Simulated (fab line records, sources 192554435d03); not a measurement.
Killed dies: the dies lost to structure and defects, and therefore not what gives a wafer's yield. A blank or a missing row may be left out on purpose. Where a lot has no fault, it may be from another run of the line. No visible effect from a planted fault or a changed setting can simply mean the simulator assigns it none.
Split-lot experiment -- flow n5 finfet -- 21 wafers read from 7 lots, route of 1938 steps

THE SPLIT
At N5_BEOL_M1_EXPOSE_08 (exposes mask M1), the setting dose mj was moved away from the recipe's 33 on 6 of the 21 wafers read, by -4.6% to +3.9%. For the rest of the wafers, this setting stayed at what the recipe calls for.

FROM THE SPLIT TO THE READING: what the file shows between them, 2 steps
- N5_BEOL_M1_PEB_09: peb time 60 s
- N5_BEOL_M1_DEVELOP_10: develop time 30 s

THE READING
cd nm at N5_BEOL_M1_CD_MEAS_11, given in nm (cd target 17.05 nm). Typical for fault-free wafers on this fab line: 16.97 nm, with standard deviation 0.25 nm.

wafer,"tool, chamber at the split",dose mj as run,against the recipe,"cd nm, nm",against lot-mates on the recipe
L078.2,"euv scanner-02, 0",33,recipe,17.52,-
L078.4,"euv scanner-02, 0",33,recipe,17.29,-
L078.5,"euv scanner-02, 0",33,recipe,17.11,-
L080.2,"euv scanner-01, 0",33,recipe,17.19,-
L080.3,"euv scanner-01, 0",33,recipe,16.89,-
L080.6,"euv scanner-01, 0",31.59,-4.3%,16.14,-0.90
L083.2,"euv scanner-02, 0",33,recipe,17.01,-
L083.4,"euv scanner-02, 0",33,recipe,17.12,-
L083.5,"euv scanner-02, 0",33,recipe,16.94,-
L085.1,"euv scanner-01, 0",31.48,-4.6%,16.39,-0.69
L085.4,"euv scanner-01, 0",31.48,-4.6%,15.96,-1.12
L085.6,"euv scanner-01, 0",33,recipe,17.08,-
L086.4,"euv scanner-02, 0",34.3,+3.9%,17.88,+0.88
L086.5,"euv scanner-02, 0",33,recipe,17.11,-
L086.6,"euv scanner-02, 0",33,recipe,16.90,-
L091.3,"euv scanner-01, 0",33,recipe,16.87,-
L091.4,"euv scanner-01, 0",31.89,-3.4%,16.10,-0.77
L091.6,"euv scanner-01, 0",31.89,-3.4%,16.26,-0.61
L095.1,"euv scanner-01, 0",33,recipe,17.09,-
L095.2,"euv scanner-01, 0",33,recipe,17.03,-
L095.3,"euv scanner-01, 0",33,recipe,16.91,-

THE FIT
A straight line over all 21 wafers: cd nm changes by +0.215 nm for each +1% of dose mj; r = +0.93; the points scatter about the line by 0.18 nm.
The same after taking each lot's own level away (the mean of its wafers on the recipe; 21 wafers): +0.206 nm for each +1%; r = +0.96; scatter 0.13 nm.
That fit puts the effect of the largest move of dose mj on the reading at 0.95 nm.
The lots' own levels span 16.870 to 17.307 nm, that is 1.7 times the standard deviation above.
The two slopes are in agreement: the lot-to-lot level therefore moves the slope only a little.
Check: for one of the wafers moved furthest among these (-4.6%), held out of the fit, the line's prediction against its lot-mates is -1.01 nm. It came out at -0.69 nm against them.

THE WHOLE CHAIN: every reading that the file lists as answering this split, in the file's order
step,what it does,reading,change (the file's fit),r (the file's)
N5_BEOL_M1_CD_MEAS_11,target cd 17.05 nm,cd nm,+0.208 nm for each +1% of the setting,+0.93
N5_BEOL_M1_ETCH_74,"etches underlayer in N2/H2, target depth 6.5 nm, time 5.2 s","BEOL_M1.cd offset nm (the simulator's own value, which no gauge read)",+0.226 nm for each +1% of the setting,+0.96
N5_BEOL_M1_ETCH_63,"etches SiARC in CF4, target depth 15.6 nm, time 26 s","BEOL_M1.cd offset nm (the simulator's own value, which no gauge read)",+0.211 nm for each +1% of the setting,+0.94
N5_BEOL_M1_ETCH_64,"etches SOC in N2/H2, target depth 75 nm, overetch 15 nm, time 112.5 s","BEOL_M1.cd offset nm (the simulator's own value, which no gauge read)",+0.255 nm for each +1% of the setting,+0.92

THE FILE'S OWN FIT
cd nm changes by +0.208 nm for each +1% of dose mj, r = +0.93.
